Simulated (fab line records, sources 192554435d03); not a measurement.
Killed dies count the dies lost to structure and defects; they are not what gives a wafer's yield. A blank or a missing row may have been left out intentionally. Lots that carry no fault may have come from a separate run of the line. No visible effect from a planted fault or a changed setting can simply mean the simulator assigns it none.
Split-lot trial -- flow n5-finfet -- 21 wafers read across 7 lots, on a route 1938 steps long

== ON THE SPLIT ==
At N5_BEOL_M12_TRENCH_ETCH_34 (etches SiOC in C4F8/O2/Ar, target depth 318.95 nm, time 125.5 s), the setting time-s was moved away from the recipe's 125.5 s on 7 of the 21 wafers read, by -21.8% to +14.0%. All remaining wafers had this setting at the recipe value.

== FROM THE SPLIT TO THE READING: what the file shows between them, 10 steps ==
- N5_BEOL_M12_STRIP_70: strips in C4F8/O2/Ar
- N5_BEOL_M12_OCD_MEAS_35
- N5_BEOL_M12_SPUTTER_44: material Ta, target thk 10 nm, time 16.13 s (also split here: time-s)
- N5_BEOL_M12_SPUTTER_45: material Cu, target thk 80 nm, time 13.33 s
- N5_BEOL_M12_ECD_47: material Cu, target thk 720 nm
- N5_BEOL_M12_ANNEAL_48: time 90 s
- N5_BEOL_M12_CMP_49: polishes, stops on SiOC, t overpolish 20.6 s, target thk 320 nm
- N5_BEOL_M12_THK_MEAS_50: measures by xrf
- N5_BEOL_M12_PRE_CLEAN_52: time 15 s
- N5_BEOL_M12_DEP_53: deposits SiCN from 3MS/NH3, target thk 30 nm, time 10.5 s

== THE READING ==
M12_RS in ohm/sq, measured at N5_BEOL_M12_RS_MEAS_54 by four-point-probe. On this fab line, fault-free wafers typically give 0.0595 ohm/sq with a standard deviation of 0.00098 ohm/sq.

wafer,"tool, chamber at the split","time-s as run, s",against the recipe,"M12_RS, ohm/sq",against lot-mates on the recipe
L079.3,"rie-diel-06, 0",125.5,recipe,0.0598,-
L079.5,"rie-diel-06, 2",125.5,recipe,0.0595,-
L079.6,"rie-diel-06, 3",125.5,recipe,0.0580,-
L084.1,"rie-diel-06, 1",125.5,recipe,0.0611,-
L084.2,"rie-diel-06, 2",125.5,recipe,0.0597,-
L084.6,"rie-diel-06, 1",125.5,recipe,0.0612,-
L085.2,"rie-diel-06, 2",125.5,recipe,0.0593,-
L085.5,"rie-diel-06, 1",106.2,-15.4%,0.0726,+0.0133
L085.6,"rie-diel-06, 0",106.2,-15.4%,0.0716,+0.0123
L091.1,"rie-diel-06, 2",143.1,+14.0%,0.0518,-0.0069
L091.4,"rie-diel-06, 3",125.5,recipe,0.0582,-
L091.5,"rie-diel-06, 0",125.5,recipe,0.0591,-
L092.3,"rie-diel-06, 2",125.5,recipe,0.0587,-
L092.4,"rie-diel-06, 0",117.8,-6.1%,0.0638,+0.0047
L092.5,"rie-diel-06, 0",125.5,recipe,0.0594,-
L096.2,"rie-diel-02, 3",133.8,+6.6%,0.0554,-0.0027
L096.3,"rie-diel-02, 2",125.5,recipe,0.0581,-
L096.4,"rie-diel-02, 1",133.8,+6.6%,0.0556,-0.0025
L097.1,"rie-diel-06, 1",98.08,-21.8%,0.0798,+0.0205
L097.2,"rie-diel-06, 2",125.5,recipe,0.0598,-
L097.4,"rie-diel-06, 3",125.5,recipe,0.0587,-

THE FIT
A straight line over all 21 wafers: M12_RS changes by -0.000793 ohm/sq for each +1% of time-s; r = -0.98; the points scatter about the line by 0.0014 ohm/sq.
The same after taking each lot's own level away (the mean of its wafers on the recipe; 21 wafers): -0.000771 ohm/sq for each +1%; r = -0.97; scatter 0.0014 ohm/sq.
That fit puts the effect of the largest move of time-s on the reading at 0.017 ohm/sq.
Measured against the standard deviation above, the lots' own levels, which go from 0.05810 to 0.06067 ohm/sq, span 2.6 times it.
Consequently the slope shifts little with the lot-to-lot level, the two slopes agreeing.
Check: with one of the wafers moved furthest among these (-21.8%) left out of the fit, the line predicts +0.0156 ohm/sq for it against its lot-mates. It came out at +0.0205 ohm/sq against them.

== ADDITIONAL SPLITS CARRIED BY THESE WAFERS ==
These wafers also went through other splits before the reading. Each is held against what the fit with the lots' levels taken away leaves over:
other split on the same wafers,wafers away from the commonest value,r with M12_RS (lot level and that fit taken away)
N5_BEOL_M10_COAT_22 spin-rpm,8,+0.15
N5_BEOL_M11_EXPOSE_25 dose-mj,11,+0.14
N5_BEOL_M11_VIA_ETCH_34 time-s,4,-0.23
N5_BEOL_M12_SPUTTER_44 time-s,7,+0.24

== THE WHOLE CHAIN: every reading that the file lists as answering this split, in the file's order ==
step,what it does,reading,change (the file's fit),r (the file's)
N5_BEOL_M12_TRENCH_ETCH_34,"etches SiOC in C4F8/O2/Ar, target depth 318.95 nm, time 125.5 s","etch.depth-nm (the simulator's own value, which no gauge read)",+3.48 nm for each +1% of the setting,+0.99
N5_BEOL_M12_OCD_MEAS_35,,trench-depth-nm,+3.5 nm for each +1% of the setting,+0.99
N5_BEOL_M12_CMP_49,"polishes, stops on SiOC, t overpolish 20.6 s, target thk 320 nm","Cu_of_BEOL_M12_ECD_47.thk-nm (the simulator's own value, which no gauge read)",+3.45 nm for each +1% of the setting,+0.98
N5_BEOL_M12_THK_MEAS_50,measures by xrf,M12_THK,+3.65 for each +1% of the setting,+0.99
N5_BEOL_M12_RS_MEAS_54,measures by four-point-probe,M12_RS,-0.000794 for each +1% of the setting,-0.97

== THE FILE'S OWN FIT ==
M12_RS changes by -0.000794 ohm/sq for each +1% of time-s, r = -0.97.
